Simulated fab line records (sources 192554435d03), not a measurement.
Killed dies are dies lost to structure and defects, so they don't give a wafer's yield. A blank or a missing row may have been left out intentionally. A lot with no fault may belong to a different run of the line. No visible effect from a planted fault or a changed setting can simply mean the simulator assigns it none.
Split-lot experiment	flow n5_finfet	21 wafers read from 7 lots, route of 1938 steps

## SPLIT DETAILS
At N5_BEOL_M14_TRENCH_ETCH_34 (etches SiO2 in C4F8/O2/Ar, target depth 556.65 nm, time 126.9 s), the setting bias_w was moved away from the recipe's 2040 W on 5 of the 21 wafers read, by -15.1% to +17.0%. All remaining wafers had this setting at the recipe value.

The split's own step is where the reading is taken.

## THE READING
rf_vpp_V, in V, at N5_BEOL_M14_TRENCH_ETCH_34 (etches SiO2 in C4F8/O2/Ar, target depth 556.65 nm, time 126.9 s). On this fab line, fault-free wafers typically give 2240 V with a standard deviation of 45 V.

wafer	tool, chamber at the split	bias_w as run, W	against the recipe	rf_vpp_V, V	against lot-mates on the recipe
L079.2	rie_diel-04, 2	2040	recipe	2262	-
L079.3	rie_diel-04, 3	2341	+14.8%	2435	+150
L079.4	rie_diel-04, 0	2040	recipe	2307	-
L084.2	rie_diel-06, 3	2040	recipe	2199	-
L084.3	rie_diel-06, 0	2040	recipe	2161	-
L084.5	rie_diel-06, 2	1767	-13.4%	2041	-139
L089.3	rie_diel-04, 2	2040	recipe	2264	-
L089.5	rie_diel-04, 3	2040	recipe	2215	-
L089.6	rie_diel-04, 0	2040	recipe	2306	-
L093.1	rie_diel-05, 1	2040	recipe	2290	-
L093.4	rie_diel-05, 2	1731	-15.1%	1968	-322
L093.6	rie_diel-05, 1	1731	-15.1%	2041	-249
L092.1	rie_diel-06, 1	2040	recipe	2285	-
L092.2	rie_diel-06, 0	2040	recipe	2161	-
L092.5	rie_diel-06, 1	2386	+17.0%	2542	+319
L096.2	rie_diel-05, 2	2040	recipe	2211	-
L096.3	rie_diel-05, 3	2040	recipe	2231	-
L096.5	rie_diel-05, 3	2040	recipe	2230	-
L097.1	rie_diel-06, 3	2040	recipe	2198	-
L097.4	rie_diel-06, 2	2040	recipe	2254	-
L097.6	rie_diel-06, 2	2040	recipe	2254	-

THE FIT
A straight line over all 21 wafers: rf_vpp_V changes by +15.6 V for each +1% of bias_w; r = +0.94; the points scatter about the line by 45 V.
The same after taking each lot's own level away (the mean of its wafers on the recipe; 21 wafers): +15.8 V for each +1%; r = +0.94; scatter 44 V.
The reading moves by 2.7e+02 V for the largest change in bias_w, on that fit.
From 2180.0 to 2290.0 V: that is the span of the lots' own levels, equal to 2.4 times the standard deviation above.
So the lot-to-lot level changes the slope little: the two slopes agree.
Check: for one of the wafers moved furthest among these (+17.0%), held out of the fit, the line's prediction against its lot-mates is +242 V. Against them it came out at +319 V.
Tool readings at the split's step, against how far the setting was moved: rf_vpp_V r = +0.94.

## THE FILE'S OWN FIT
rf_vpp_V changes by +15.1 V for each +1% of bias_w, r = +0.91.
